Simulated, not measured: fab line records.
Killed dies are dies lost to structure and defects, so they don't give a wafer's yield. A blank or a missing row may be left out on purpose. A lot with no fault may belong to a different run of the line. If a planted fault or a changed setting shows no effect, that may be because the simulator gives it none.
Problem report, 8D (eight disciplines) form, completed by code + flow n5Finfet + the parts of the form that need people (team, actions taken, sign-off) are left out

## 1. THE PROBLEM
Wafers without a fault read 5.21 s, standard deviation 0.1; etchRfOnTimeS at N5_BEOL_M4_ETCH_74 reads a mean of 7.23 s on 4 wafers belonging to 3 lots. That puts it +20 standard deviations away from the usual mean.
The step: etches underlayer in N2/H2, target depth 6.5 nm, time 5.2 s.
The first sign was on wafer L605.4 at day 10 08:10, on rieDiel-05. At this step, 27 wafers from 10 lots have a number in the record. Rule for "out" (also "out of limits"): further than 4 standard deviations from the usual mean. The rest of the wafers with a number are treated as sound.

## 2. WHAT THIS IS AND IS NOT
| question                    | is                             | is not                                                                                            |
|-----------------------------|--------------------------------|---------------------------------------------------------------------------------------------------|
| which readings at this step | etchRfOnTimeS                  | drypumpMotorCurrentA, rfVppV, showerheadPlenumPTorr, throttleValvePct                             |
| which lots                  | L605, L608, L609               | L597, L600, L601, L613, L614, L616, L618                                                          |
| which wafers of those lots  | L605.4, L605.6, L608.4, L609.6 | L608.5, L609.5                                                                                    |
| read on which tools         | rieDiel-05                     | rieDiel-02, rieDiel-06                                                                            |
| when                        | from day 10 08:10              | up to then (9 sound wafers); but 14 sound wafers of L608, L609, L613, L614, L616, L618 came after |

## 3. SUSPECTS, AND WHAT RULES EACH OUT
Counting: if a tool at a process step up to the reading ran every lot that is out, it stays a suspect. Sound lots after the first of them don't rule it out here, since some wafers of a struck lot are sound.
- pvdSputter-01 at N5_BEOL_M3_SPUTTER_94 (material Cu, target thk 4.5 nm, time 8.29 s): kept. Ran every lot that is out, first one L605 (day 9 20:31); last sound lot up to then L600 (day 8 19:45).
- rieDiel-05 at N5_BEOL_M4_DESCUM_16 (chemistry O2, time 7 s): kept. Ran every lot that is out, first one L605 (day 10 08:08); last sound lot up to then L600 (day 9 00:09).
- rieDiel-05 at N5_BEOL_M4_ETCH_74 (etches underlayer in N2/H2, target depth 6.5 nm, time 5.2 s): kept. Ran every lot that is out, first one L605 (day 10 08:10); last sound lot up to then L600 (day 9 00:11). Its own readings are out on those wafers: etchRfOnTimeS.
The count leaves pvdSputter-01 at N5_BEOL_M3_SPUTTER_94, rieDiel-05 at N5_BEOL_M4_DESCUM_16, and rieDiel-05 at N5_BEOL_M4_ETCH_74.

## 4. THE CAUSE (what the simulator had put in)
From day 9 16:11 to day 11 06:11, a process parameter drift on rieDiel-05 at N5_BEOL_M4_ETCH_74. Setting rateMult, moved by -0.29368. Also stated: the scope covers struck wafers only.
This tool is one of the 3 suspects left after counting.

## 5. SEQUENCE OF EFFECTS, ordered by route
One row per reading whose mean, taken over the struck wafers that have a number, lies over 3 standard deviations from the usual. Scope: only readings with a usual standard deviation given in the record; hours: median across lots of the time from each lot's start at the first step in this table that gives one to its start at this step; sigmas: change in usual standard deviations.
| hours | step               | reading       | usual  | on struck wafers | change | sigmas |
|-------|--------------------|---------------|--------|------------------|--------|--------|
| 0     | N5_BEOL_M4_ETCH_74 | etchRfOnTimeS | 5.21 s | 7.23             | +2.02  | +20    |
It contains these process steps:
- N5_BEOL_M4_ETCH_74: etches underlayer in N2/H2, target depth 6.5 nm, time 5.2 s.
At these later measuring or inspecting steps, every struck wafer for which the step has a row has a number for every such reading, and none has moved that far: N5_BEOL_M4_RC_MEAS_101.

## 6. WHAT WOULD HAVE CAUGHT IT SOONER
The fault began at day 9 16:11; the first out-of-limits reading in this record came at day 10 08:10, 16 hours later.
